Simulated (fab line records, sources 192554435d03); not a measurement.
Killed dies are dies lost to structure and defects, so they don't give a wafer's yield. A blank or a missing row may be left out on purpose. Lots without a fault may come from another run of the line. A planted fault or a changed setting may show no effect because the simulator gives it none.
Chamber matching | flow n5_finfet | N5_MOL_CONTACT_COAG_ALD_123 on ald_sin-02: 4 sister chambers
The step deposits SiNx, target thk 5 nm, pulse time 1 s, purge time 2 s. 4 wafers are shown with their chamber, then 9 later ones without.

WAFERS WITH THEIR CHAMBER
wafer  | chamber | heater_power_w (W)
L086.6 | 1       | 818
L088.1 | 2       | 854
L088.5 | 3       | 837
L088.6 | 0       | 808

WAFERS WITHOUT THEIR CHAMBER
wafer  | heater_power_w (W)
L089.1 | 793
L089.2 | 823
L089.3 | 837
L091.2 | 794
L091.5 | 874
L091.6 | 842
L092.1 | 817
L092.2 | 817
L092.4 | 856

WHICH CHAMBER EACH WENT THROUGH
wafer  | from the rows above          | in truth
L089.1 | can't be placed: 0 or 1      | 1
L089.2 | can't be placed: 1 or 3 or 0 | 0
L089.3 | can't be placed: 3 or 2 or 1 | 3
L091.2 | can't be placed: 0 or 1      | 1
L091.5 | can't be placed: 2 or 3      | 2
L091.6 | can't be placed: 3 or 2 or 1 | 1
L092.1 | can't be placed: 1 or 0 or 3 | 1
L092.2 | can't be placed: 1 or 0 or 3 | 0
L092.4 | can't be placed: 2 or 3      | 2
Placed correctly: 0 of 9. Can't be placed from these rows: 9 (the true chamber is among the candidates in 9). Placed wrongly: 0.
How it was worked out, from the rows above alone: a wafer's distance from a chamber is the root of the sum, over the readings, of the square of ((its reading less the chamber's mean) divided by the reading's scatter). The wafer belongs to the nearest chamber; if the next one is less than 2 further off, it can't be placed. A chamber's mean is the mean of its shown wafers. The scatter: with one shown wafer a chamber, the root of the mean of the squares of how far each hidden wafer lies from its nearest shown one.
